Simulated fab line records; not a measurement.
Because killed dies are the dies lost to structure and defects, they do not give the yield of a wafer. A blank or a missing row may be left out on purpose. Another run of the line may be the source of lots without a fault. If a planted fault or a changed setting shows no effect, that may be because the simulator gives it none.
What tool caused it? + flow nand_harc + 13 lots, 39 wafers sampled, at 5 steps of a route of 1302

## WHAT THE GAUGES SHOWED, per wafer
NHARC_P_STI_CD_MEAS_09 targets a cd of 200 nm. Usual: 199.8 nm for cd_nm, sd 1.8.
| lot  | measured     | on        | cd_nm (nm)        | flag |
|------|--------------|-----------|-------------------|------|
| L812 | day 3 04:58  | cd_sem-03 | 199.2 199.6 198.3 |      |
| L813 | day 3 09:47  | cd_sem-02 | 202.1 201.8 202.4 |      |
| L815 | day 4 01:23  | cd_sem-03 | 198.0 198.8 198.6 |      |
| L816 | day 4 12:45  | cd_sem-01 | 202.4 199.5 199.9 |      |
| L817 | day 4 23:38  | cd_sem-03 | 201.2 200.7 200.2 |      |
| L818 | day 5 10:38  | cd_sem-03 | 200.4 198.1 200.0 |      |
| L819 | day 5 16:21  | cd_sem-01 | 200.7 196.5 198.1 |      |
| L822 | day 7 05:27  | cd_sem-02 | 197.2 199.1 199.9 |      |
| L826 | day 8 16:18  | cd_sem-01 | 201.1 202.8 200.1 |      |
| L832 | day 11 07:23 | cd_sem-01 | 200.7 200.7 199.7 |      |
| L833 | day 11 16:11 | cd_sem-03 | 198.4 198.5 197.0 |      |
| L834 | day 12 00:21 | cd_sem-03 | 201.0 200.6 202.5 |      |
| L835 | day 12 13:59 | cd_sem-02 | 201.7 200.5 199.7 |      |

NHARC_P_STI_INSPECT_11. Usual: 6 for raw_defect_count, sd 3.
| lot  | measured     | on                | raw_defect_count | flag |
|------|--------------|-------------------|------------------|------|
| L812 | day 3 05:05  | defect_inspect-02 | 6 7 7            |      |
| L813 | day 3 09:55  | defect_inspect-01 | 6 8 5            |      |
| L815 | day 4 01:31  | defect_inspect-02 | 10 7 19          |      |
| L816 | day 4 12:53  | defect_inspect-01 | 10 7 3           |      |
| L817 | day 4 23:46  | defect_inspect-02 | 7 5 5            |      |
| L818 | day 5 10:46  | defect_inspect-02 | 3 11 11          |      |
| L819 | day 5 16:29  | defect_inspect-01 | 3 4 5            |      |
| L822 | day 7 05:34  | defect_inspect-02 | 4 7 5            |      |
| L826 | day 8 16:25  | defect_inspect-01 | 3 7 4            |      |
| L832 | day 11 07:31 | defect_inspect-01 | 3 4 7            |      |
| L833 | day 11 16:18 | defect_inspect-01 | 13 5 7           |      |
| L834 | day 12 00:28 | defect_inspect-02 | 3 4 5            |      |
| L835 | day 12 14:06 | defect_inspect-02 | 2 2 6            |      |

NHARC_P_GATE_CD_MEAS_11 targets a cd of 1640 nm. Usual: 1640.2 nm for cd_nm, sd 1.3.
| lot  | measured     | on        | cd_nm (nm)           | flag |
|------|--------------|-----------|----------------------|------|
| L812 | day 4 17:05  | cd_sem-03 | 1640.7 1641.6 1640.8 |      |
| L813 | day 4 17:14  | cd_sem-01 | 1638.7 1641.2 1640.5 |      |
| L815 | day 5 15:52  | cd_sem-01 | 1642.3 1641.1 1640.0 |      |
| L816 | day 6 00:22  | cd_sem-03 | 1639.5 1641.5 1641.7 |      |
| L817 | day 6 10:08  | cd_sem-03 | 1640.4 1640.1 1638.7 |      |
| L818 | day 7 02:48  | cd_sem-03 | 1640.4 1639.1 1641.0 |      |
| L819 | day 7 12:23  | cd_sem-02 | 1637.7 1640.3 1641.0 |      |
| L822 | day 8 19:16  | cd_sem-01 | - - -                | OFF  |
| L826 | day 10 09:59 | cd_sem-03 | 1641.4 1642.7 1640.2 |      |
| L832 | day 12 21:34 | cd_sem-02 | 1640.0 1640.6 1640.7 |      |
| L833 | day 13 05:50 | cd_sem-01 | 1639.7 1638.0 1642.1 |      |
| L834 | day 13 12:01 | cd_sem-01 | 1640.4 1641.0 1641.2 |      |
| L835 | day 14 00:38 | cd_sem-01 | 1639.8 1639.7 1640.7 |      |

## EACH LOT AND THE TOOL THAT RAN IT (in order: tool; ch and the chambers of the sampled wafers; start)
| lot  | NHARC_P_STI_ETCH_15              | NHARC_P_GATE_EXPOSE_08            |
|------|----------------------------------|-----------------------------------|
| L812 | rie_si-03 ch 0,1,2, day 3 05:31  | krf_scanner-01 ch 0, day 4 16:55  |
| L813 | rie_si-06 ch 0,2,3, day 3 10:20  | krf_scanner-02 ch 0, day 4 17:05  |
| L815 | rie_si-05 ch 1,2,3, day 4 01:58  | krf_scanner-02 ch 0, day 5 15:43  |
| L816 | rie_si-06 ch 0,1,3, day 4 13:19  | krf_scanner-02 ch 0, day 6 00:13  |
| L817 | rie_si-05 ch 0,2,3, day 5 00:14  | krf_scanner-02 ch 0, day 6 09:58  |
| L818 | rie_si-06 ch 0,1,3, day 5 11:10  | krf_scanner-04 ch 0, day 7 02:38  |
| L819 | rie_si-05 ch 2,3, day 5 16:54    | krf_scanner-01 ch 0, day 7 12:14  |
| L822 | rie_si-03 ch 1,2,3, day 7 06:02  | krf_scanner-01 ch 0, day 8 19:07  |
| L826 | rie_si-05 ch 1,3, day 8 16:50    | krf_scanner-01 ch 0, day 10 09:49 |
| L832 | rie_si-05 ch 1,2, day 11 07:56   | krf_scanner-04 ch 0, day 12 21:25 |
| L833 | rie_si-03 ch 0,1,3, day 11 16:46 | krf_scanner-01 ch 0, day 13 05:41 |
| L834 | rie_si-05 ch 0,1, day 12 00:55   | krf_scanner-04 ch 0, day 13 11:52 |
| L835 | rie_si-06 ch 0,1,3, day 12 14:33 | krf_scanner-02 ch 0, day 14 00:30 |
- NHARC_P_STI_ETCH_15: etches the open film in HBr/Cl2, target depth 300 nm, time 100.1 s.
- NHARC_P_GATE_EXPOSE_08: exposes mask P HV.

## WHAT THE TOOLS THEMSELVES READ (means of the sampled wafers that have a number; where no wafer has one, the mark that the record gives instead)
NHARC_P_STI_ETCH_15. Usual: chamber_pressure_mTorr 15.001 mTorr, standard deviation 0.014; drypump_motor_current_A 5.70 A, standard deviation 0.21; he_backside_leak_sccm 2.7 sccm, standard deviation 0.35; oes_product_au 1.000 a.u., standard deviation 0.0069; throttle_valve_pct 26.407 %, standard deviation 0.0088.
| lot  | tool      | chamber_pressure_mTorr (mTorr) | drypump_motor_current_A (A) | he_backside_leak_sccm (sccm) | oes_product_au (a.u.) | throttle_valve_pct (%) | flag |
|------|-----------|--------------------------------|-----------------------------|------------------------------|-----------------------|------------------------|------|
| L812 | rie_si-03 | 15.005                         | 5.68                        | 2.6                          | 1.000                 | 26.406                 |      |
| L813 | rie_si-06 | 15.002                         | 5.52                        | 2.6                          | 1.010                 | 26.411                 |      |
| L815 | rie_si-05 | 14.999                         | 5.70                        | 2.8                          | 0.990                 | 26.411                 |      |
| L816 | rie_si-06 | 15.004                         | 5.61                        | 2.7                          | 1.005                 | 26.404                 |      |
| L817 | rie_si-05 | 15.011                         | 5.70                        | 2.7                          | 0.993                 | 26.404                 |      |
| L818 | rie_si-06 | 15.005                         | 5.60                        | 2.7                          | 1.007                 | 26.403                 |      |
| L819 | rie_si-05 | 15.001                         | 5.58                        | 3.3                          | 1.003                 | 26.397                 |      |
| L822 | rie_si-03 | 15.022                         | 5.82                        | 2.7                          | 0.993                 | 26.407                 |      |
| L826 | rie_si-05 | 15.021                         | 5.83                        | 3.0                          | 0.997                 | 26.402                 |      |
| L832 | rie_si-05 | 15.001                         | 5.67                        | 2.8                          | 1.000                 | 26.404                 |      |
| L833 | rie_si-03 | 15.014                         | 5.70                        | 2.5                          | 0.998                 | 26.402                 |      |
| L834 | rie_si-05 | 15.001                         | 5.88                        | 2.9                          | 0.993                 | 26.410                 |      |
| L835 | rie_si-06 | 14.995                         | 5.59                        | 2.7                          | 0.999                 | 26.406                 |      |

NHARC_P_GATE_EXPOSE_08. Usual: 23.01 C for reticle_temp_C, sd 0.11.
| lot  | tool           | reticle_temp_C (C) | flag |
|------|----------------|--------------------|------|
| L812 | krf_scanner-01 | 23.08              |      |
| L813 | krf_scanner-02 | 22.97              |      |
| L815 | krf_scanner-02 | 23.00              |      |
| L816 | krf_scanner-02 | 22.97              |      |
| L817 | krf_scanner-02 | 23.03              |      |
| L818 | krf_scanner-04 | 22.86              |      |
| L819 | krf_scanner-01 | 23.06              |      |
| L822 | krf_scanner-01 | 23.16              |      |
| L826 | krf_scanner-01 | 22.91              |      |
| L832 | krf_scanner-04 | 22.90              |      |
| L833 | krf_scanner-01 | 23.08              |      |
| L834 | krf_scanner-04 | 22.99              |      |
| L835 | krf_scanner-02 | 22.91              |      |

## THE ANSWER, worked out from the rows above alone
Rule: a lot counts as off when the mean over its wafers that have a number is more than 3 standard deviations away from the usual mean. A lot without any number at a reading at which 4 lots or more have one is off too. Any other lot the step has rows for is counted as sound. The gauges are gone through in route order, then the tools' own readings, and for those a lot's mean is taken as printed above. The first step at which some lot is off is used, and at that step the reading that is off furthest; a lot without a number counts as furthest.
Off, at NHARC_P_GATE_CD_MEAS_11 on cd_nm: L822. Without a number there: L822.
If a tool, at a process step before that reading, ran all the lots that are off and no sound lot after the first of them, it fits. The gauges at NHARC_P_GATE_CD_MEAS_11 are tried like those tools. Not one of the candidates tried fits.

## WHAT WAS PUT IN BY THE SIMULATOR
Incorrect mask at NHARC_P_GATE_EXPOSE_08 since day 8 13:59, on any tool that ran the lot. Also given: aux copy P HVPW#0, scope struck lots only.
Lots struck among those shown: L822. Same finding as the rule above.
